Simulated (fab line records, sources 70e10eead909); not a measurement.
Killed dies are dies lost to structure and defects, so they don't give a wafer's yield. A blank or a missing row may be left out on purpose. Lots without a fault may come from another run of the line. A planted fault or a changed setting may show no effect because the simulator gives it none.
Which tool did it? | flow nand_harc | 12 lots, 36 wafers sampled, at 3 steps of a route of 1302

WHAT THE GAUGES READ, wafer by wafer
NHARC_A_M0_OVL_MEAS_10: pitch 160 nm.
lot  | measured     | on         | overlay_x_nm (nm)
L075 | day 23 07:35 | overlay-01 | -1.0 -1.0 -0.7
L078 | day 24 01:31 | overlay-01 | 1.1 1.3 0.9
L080 | day 25 06:02 | overlay-02 | 0.9 1.2 1.5
L081 | day 25 19:43 | overlay-02 | 0.3 -0.1 0.6
L083 | day 26 06:10 | overlay-01 | 0.2 -0.3 0.5
L085 | day 27 03:47 | overlay-01 | 0.5 0.0 0.5
L087 | day 27 16:31 | overlay-01 | 0.2 0.6 0.3
L089 | day 28 13:49 | overlay-02 | 0.0 -0.7 0.3
L091 | day 29 12:58 | overlay-01 | -0.6 -0.6 -0.3
L093 | day 30 15:58 | overlay-01 | -1.6 -1.1 -1.6
L095 | day 31 12:03 | overlay-02 | -0.6 -1.1 -0.4
L097 | day 32 03:06 | overlay-02 | -0.1 0.0 0.3

WHICH TOOL RAN EACH LOT (tool, then ch and the chambers of the sampled wafers, then the start)
lot  | NHARC_A_CONTACT_ETCH_92            | NHARC_A_BLC_STRIP_29
L075 | rie_diel-05 ch 0,1,3, day 23 00:16 | rie_diel-11 ch 1,2,3, day 23 04:44
L078 | rie_diel-05 ch 0,1, day 23 17:52   | rie_diel-11 ch 0,2,3, day 23 22:29
L080 | rie_diel-10 ch 0,1,2, day 24 21:55 | rie_diel-11 ch 0,2,3, day 25 03:14
L081 | rie_diel-01 ch 0,1,3, day 25 12:42 | rie_diel-11 ch 0,1,3, day 25 16:56
L083 | rie_diel-10 ch 1,3, day 25 22:53   | rie_diel-04 ch 1,2,3, day 26 03:16
L085 | rie_diel-10 ch 0,2,3, day 26 20:47 | rie_diel-04 ch 0,1,3, day 27 01:03
L087 | rie_diel-05 ch 0,2,3, day 27 09:14 | rie_diel-04 ch 1,2,3, day 27 13:38
L089 | rie_diel-01 ch 0,2,3, day 28 06:40 | rie_diel-04 ch 2,3, day 28 11:04
L091 | rie_diel-05 ch 0,3, day 29 05:35   | rie_diel-04 ch 0,1,2, day 29 10:03
L093 | rie_diel-05 ch 1,2, day 30 08:46   | rie_diel-11 ch 0,1,2, day 30 13:12
L095 | rie_diel-05 ch 0,1,2, day 31 04:45 | rie_diel-04 ch 2,3, day 31 09:16
L097 | rie_diel-10 ch 0,1,2, day 31 19:53 | rie_diel-04 ch 0,2,3, day 32 00:19
- NHARC_A_CONTACT_ETCH_92: etches the open film in CH3F/O2, target depth 40 nm, time 85.7 s.
- NHARC_A_BLC_STRIP_29: strips in CF4.

THE ANSWER, worked out from the rows above alone
Rule: what is usual is taken from the lots themselves. Put in order of their means at a reading, lots are off if they are a third of the lots or fewer, leave a main group of 4 or more, and stand apart from it by a gap of 3 or more times the standard deviation of the main group's means; of several such gaps the widest counts. A main group whose means are all the same, to the digits that the tables above print for the reading, isn't used. A lot without any number at a reading at which 4 lots or more have one is off too. The other lots that the step has rows for count as sound.
No lot is off at any reading shown: from this, nothing can be told.

WHAT THE SIMULATOR HAD PUT IN
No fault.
